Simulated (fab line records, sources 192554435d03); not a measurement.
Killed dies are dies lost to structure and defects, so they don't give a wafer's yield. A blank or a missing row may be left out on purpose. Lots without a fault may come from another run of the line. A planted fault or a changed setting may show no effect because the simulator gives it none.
Chamber matching | flow n5_finfet | N5_BEOL_M15_ETCH_57 on rie_diel-03: 4 sister chambers
The step etches SOC in N2/H2, time 750 s. 4 wafers are shown with their chamber, then 7 later ones without.

WAFERS WITH THEIR CHAMBER
wafer  | chamber | showerhead_plenum_p_Torr (Torr)
L084.3 | 2       | 2.42
L084.6 | 3       | 2.65
L085.1 | 0       | 2.52
L085.2 | 1       | 2.45

WAFERS WITHOUT THEIR CHAMBER
wafer  | showerhead_plenum_p_Torr (Torr)
L085.6 | 2.42
L086.3 | 2.44
L086.4 | 2.65
L086.5 | 2.65
L091.3 | 2.41
L091.5 | 2.44
L091.6 | 2.52

WHICH CHAMBER EACH WENT THROUGH
wafer  | from the rows above     | in truth
L085.6 | 2                       | 2
L086.3 | can't be placed: 1 or 2 | 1
L086.4 | 3                       | 3
L086.5 | 3                       | 3
L091.3 | 2                       | 2
L091.5 | can't be placed: 1 or 2 | 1
L091.6 | 0                       | 0
Placed correctly: 5 of 7. Can't be placed from these rows: 2 (the true chamber is among the candidates in 2). Placed wrongly: 0.
How it was worked out, from the rows above alone: a wafer's distance from a chamber is the root of the sum, over the readings, of the square of ((its reading less the chamber's mean) divided by the reading's scatter). The wafer belongs to the nearest chamber; if the next one is less than 2 further off, it can't be placed. A chamber's mean is the mean of its shown wafers. The scatter: with one shown wafer a chamber, the root of the mean of the squares of how far each hidden wafer lies from its nearest shown one.
